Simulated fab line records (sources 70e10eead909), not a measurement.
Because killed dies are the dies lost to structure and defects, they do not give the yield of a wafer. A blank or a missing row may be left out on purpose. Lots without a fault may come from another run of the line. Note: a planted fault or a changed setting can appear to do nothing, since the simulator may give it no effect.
fab line records | flow nandHarc
record: lots: 14 wafers: 42 lastDay: 33
route steps=1302 shown A_CHANNEL_FILL_D1@517 A_DECK1_JOINT@544 A_ONON_D2@548
lots that met no fault: from a run of the same line without faults
startH: the number of hours between the record's first day and the start of the first shown wafer of the lot | waitH: how many hours have passed since the lot's step before this one | " unchanged from the row above | L1.1+2: a row that stands for several wafers | - no value, or no start was given | * or withheld: withheld | < > ~ a bound
route shown NAME@n: names a module that has steps shown in the file, with the first one's number in the route | usual: mean/standard deviation of fault-free wafers | same: alike in all rows | chamber/n: place in a boat | sites: the reading at each site | _std_site: the values' standard deviation | _edge_site: the outer-site mean with the inner-site mean subtracted | radiusMm: for every site, how far away it sits from the centre of the wafer | mask NAME#n: copy n | behind: the last tool/chamber to shape the wafer | hold: why the lot was held/for how many hours/how that ended | device: the transistor (n, p or np) that didn't switch | end of line: tests run on the same wafers once the route is complete | a step without rows: its recipe alone | killed: not the wafer's yield, but the dies lost to structure and defects at the first sort | map: a wafer's dies, x killed, . not, _ none there
set.NAME: setting as actually run; set.NAME@STEP: the setting as run at that earlier step | model.NAME: the simulator's own value behind a step, which no gauge read
a sample of lots followed through the steps of the route, with each step as a table and each wafer as a row
services: a tool's chamber out of use, with start hour (startH, from the record's first day; less than 0 if before it), hours out, and reason
== steps ==
step: NHARC_A_CHANNEL_FILL_D1_INSPECT_13
usual: rawDefectCount: 290/110
columns lot.wafer tool chamber startH waitH rawDefectCount
L323.2 defectInspect-01 - 238.27 0.0 275
L323.3 " - " " 428
L323.4 " - " " 107
L324.1 defectInspect-02 - 251.91 0.0 353
L324.2 " - " " 474
L324.4 " - " " 579
L326.1 defectInspect-02 - 266.87 0.0 250
L326.3 " - " " 255
L326.4 " - " " 236
L327.1 defectInspect-02 - 280.57 0.0 574
L327.3 " - " " 430
L327.6 " - " " 362
L328.3 defectInspect-02 - 280.58 0.0 182
L328.4 " - " " 199
L328.6 " - " " 187
L329.2 defectInspect-01 - 291.92 0.0 212
L329.4 " - " " 393
L329.5 " - " " 300
L330.1 defectInspect-02 - 318.75 0.0 246
L330.3 " - " " 238
L330.4 " - " " 361
L331.1 defectInspect-01 - 318.75 0.0 310
L331.2 " - " " 246
L331.5 " - " " 384
L332.2 defectInspect-02 - 327.52 0.0 306
L332.4 " - " " 209
L332.5 " - " " 410
L333.1 defectInspect-02 - 335.13 0.0 296
L333.3 " - " " 268
L333.4 " - " " 241
L334.4 defectInspect-02 - 347.72 0.0 269
L334.5 " - " " 166
L334.6 " - " " 184
L338.3 defectInspect-02 - 377.36 0.0 405
L338.5 " - " " 266
L338.6 " - " " 242
L336.1 defectInspect-02 - 384.15 0.0 170
L336.3 " - " " 408
L336.6 " - " " 264
L346.2 defectInspect-02 - 457.33 0.0 393
L346.3 " - " " 398
L346.4 " - " " 534
step: NHARC_A_DECK1_JOINT_INSPECT_05
usual: rawDefectCount: 295/120
columns lot.wafer tool chamber startH waitH rawDefectCount
L323.2 defectInspect-02 - 275.92 0.0 263
L323.3 " - " " 177
L323.4 " - " " 232
L324.1 defectInspect-01 - 282.89 0.0 236
L324.2 " - " " 343
L324.4 " - " " 269
L326.1 defectInspect-02 - 304.74 0.0 319
L326.3 " - " " 230
L326.4 " - " " 358
L327.1 defectInspect-01 - 318.79 0.0 331
L327.3 " - " " 436
L327.6 " - " " 390
L328.3 defectInspect-02 - 318.79 0.0 710
L328.4 " - " " 261
L328.6 " - " " 433
L329.2 defectInspect-02 - 331.28 0.0 306
L329.4 " - " " 469
L329.5 " - " " 412
L331.1 defectInspect-02 - 353.45 0.0 216
L331.2 " - " " 254
L331.5 " - " " 152
L330.1 defectInspect-02 - 353.50 0.0 385
L330.3 " - " " 348
L330.4 " - " " 255
L332.2 defectInspect-02 - 363.35 0.0 507
L332.4 " - " " 237
L332.5 " - " " 403
L333.1 defectInspect-01 - 369.97 0.0 429
L333.3 " - " " 516
L333.4 " - " " 575
L334.4 defectInspect-02 - 382.21 0.0 624
L334.5 " - " " 361
L334.6 " - " " 566
L338.3 defectInspect-02 - 415.40 0.0 359
L338.5 " - " " 488
L338.6 " - " " 364
L336.1 defectInspect-02 - 421.07 0.0 200
L336.3 " - " " 303
L336.6 " - " " 310
L346.2 defectInspect-02 - 488.88 0.0 196
L346.3 " - " " 201
L346.4 " - " " 169
step: NHARC_A_ONON_D2_THK_MEAS_05
recipe: thkMeasGauge: ellipsometry
usual: thkNm: 1000/11
columns lot.wafer tool chamber startH waitH thkNm
L323.2 filmMetro-02 - 277.07 - 1014
L323.3 " - " " 1014
L323.4 " - " " 1014
L324.1 filmMetro-02 - 284.03 - 993
L324.2 " - " " 993
L324.4 " - " " 994
L326.1 filmMetro-02 - 305.88 - 991
L326.3 " - " " 991
L326.4 " - " " 992
L328.3 filmMetro-01 - 319.94 - 1014
L328.4 " - " " 1014
L328.6 " - " " 1015
L327.1 filmMetro-02 - 319.94 - 981
L327.3 " - " " 980
L327.6 " - " " 981
L329.2 filmMetro-01 - 332.42 - 1014
L329.4 " - " " 1012
L329.5 " - " " 1014
L331.1 filmMetro-02 - 354.59 - 989
L331.2 " - " " 989
L331.5 " - " " 988
L330.1 filmMetro-01 - 354.65 - 988
L330.3 " - " " 990
L330.4 " - " " 989
L332.2 filmMetro-02 - 364.50 - 998
L332.4 " - " " 998
L332.5 " - " " 997
L333.1 filmMetro-01 - 371.11 - 993
L333.3 " - " " 995
L333.4 " - " " 993
L334.4 filmMetro-01 - 383.35 - 999
L334.5 " - " " 999
L334.6 " - " " 997
L338.3 filmMetro-01 - 416.55 - 1002
L338.5 " - " " 1003
L338.6 " - " " 1003
L336.1 filmMetro-02 - 422.20 - 1006
L336.3 " - " " 1007
L336.6 " - " " 1009
L346.2 filmMetro-02 - 490.03 - 1011
L346.3 " - " " 1009
L346.4 " - " " 1010
step: NHARC_A_ONON_D2_DEP_19
recipe: targetThkA: 10000 n2FlowSccm: 2750 n2oFlowSccm: 2000 nh3FlowSccm: 500 sih4FlowSccm: 210 tempC: 400
columns lot.wafer tool chamber startH waitH
L323.2+3+4 pecvdOnon-03 0 286.23 0.1
L324.1+2+4 pecvdOnon-03 0 293.74 0.1
L326.1+3+4 pecvdOnon-02 0 315.51 0.1
L327.1+3+6 pecvdOnon-04 0 329.87 0.1
L328.3+4+6 pecvdOnon-02 0 329.98 0.2
L329.2+4+5 pecvdOnon-02 0 342.27 0.1
L331.1+2+5 pecvdOnon-03 0 363.75 0.1
L330.1+3+4 pecvdOnon-02 0 363.75 0.1
L333.1+3+4 pecvdOnon-03 0 377.47 0.1
L332.2+4+5 pecvdOnon-04 0 377.52 0.1
L334.4+5+6 pecvdOnon-02 0 392.98 0.2
L338.3+5+6 pecvdOnon-02 0 425.79 0.2
L336.1+3+6 pecvdOnon-02 0 433.08 0.1
L346.2+3+4 pecvdOnon-03 0 499.81 0.3
step: NHARC_A_ONON_D2_THK_MEAS_21
recipe: thkMeasGauge: ellipsometry
usual: thkNm: 1003/11
columns lot.wafer tool chamber startH waitH hold thkNm
L323.2 filmMetro-02 - 286.69 - - 1013
L323.3 " - " " - 1011
L323.4 " - " " - 1012
L324.1 filmMetro-01 - 294.25 - - 987
L324.2 " - " " - 986
L324.4 " - " " - 987
L326.1 filmMetro-01 - 316.02 - - 999
L326.3 " - " " - 1001
L326.4 " - " " - 1001
L328.3 filmMetro-01 - 330.37 - - 1008
L328.4 " - " " - 1008
L328.6 " - " " - 1007
L327.1 filmMetro-02 - 330.39 - - 983
L327.3 " - " " - 986
L327.6 " - " " - 986
L329.2 filmMetro-01 - 342.73 - - 1009
L329.4 " - " " - 1008
L329.5 " - " " - 1010
L331.1 filmMetro-02 - 364.26 - - 991
L331.2 " - " " - 992
L331.5 " - " " - 991
L330.1 filmMetro-02 - 364.26 - - 1015
L330.3 " - " " - 1014
L330.4 " - " " - 1016
L332.2 filmMetro-01 - 377.97 - - 1018
L332.4 " - " " - 1019
L332.5 " - " " - 1019
L333.1 filmMetro-01 - 377.98 - - 989
L333.3 " - " " - 987
L333.4 " - " " - 987
L334.4 filmMetro-02 - 393.31 - - 1009
L334.5 " - " " - 1009
L334.6 " - " " - 1010
L338.3 filmMetro-01 - 426.18 - awaitDispo/0.2h/release 1534
L338.5 " - " " awaitDispo/0.2h/release 1535
L338.6 " - " " awaitDispo/0.2h/release 1534
L338.3 filmMetro-01 - 426.35 0.2 - 1535
L338.5 " - " " - 1537
L338.6 " - " " - 1535
L336.1 filmMetro-01 - 433.59 - awaitDispo/0.2h/release 1544
L336.3 " - " " awaitDispo/0.2h/release 1546
L336.6 " - " " awaitDispo/0.2h/release 1543
L336.1 filmMetro-01 - 433.77 0.2 - 1542
L336.3 " - " " - 1546
L336.6 " - " " - 1545
L346.2 filmMetro-02 - 500.26 - - 1006
L346.3 " - " " - 1006
L346.4 " - " " - 1006
== services ==
columns tool chamber startH hours kind
pecvdOnon-04 - 311.34 13.0 pm
pecvdOnon-03 - 355.67 0.2 repair
pecvdOnon-02 - 366.00 13.0 pm
pecvdOnon-03 - 408.00 13.0 pm
pecvdOnon-04 - 492.34 13.0 pm
== key ==
firstSign: step: NHARC_A_ONON_D2_THK_MEAS_21 reading: visit direction: added
effect: step: NHARC_A_ONON_D2_THK_MEAS_21 reading: thkNm direction: up sigmas: 47 usual: 1003 struck: 1539
metAt NHARC_A_ONON_D2_DEP_19
struckLots L336,L338
struckWafers L336.1,L336.3,L336.6,L338.3,L338.5,L338.6
scrappedBehind NHARC_A_ONON_D2_THK_MEAS_21 L336.1,L336.3,L336.6,L338.3,L338.5,L338.6
notActingAt NHARC_A_CHANNEL_FILL_D1_INSPECT_13,NHARC_A_DECK1_JOINT_INSPECT_05,NHARC_A_ONON_D2_THK_MEAS_05
onsetBetween 392.98 425.79
fault: kind: processParameterDrift tool: pecvdOnon-02 chamber: 0 onsetH: 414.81 steps: NHARC_A_ONON_D2_DEP_19 channel: targetThkA offset: * shape: step endH: 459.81 actsIn: * stated: *
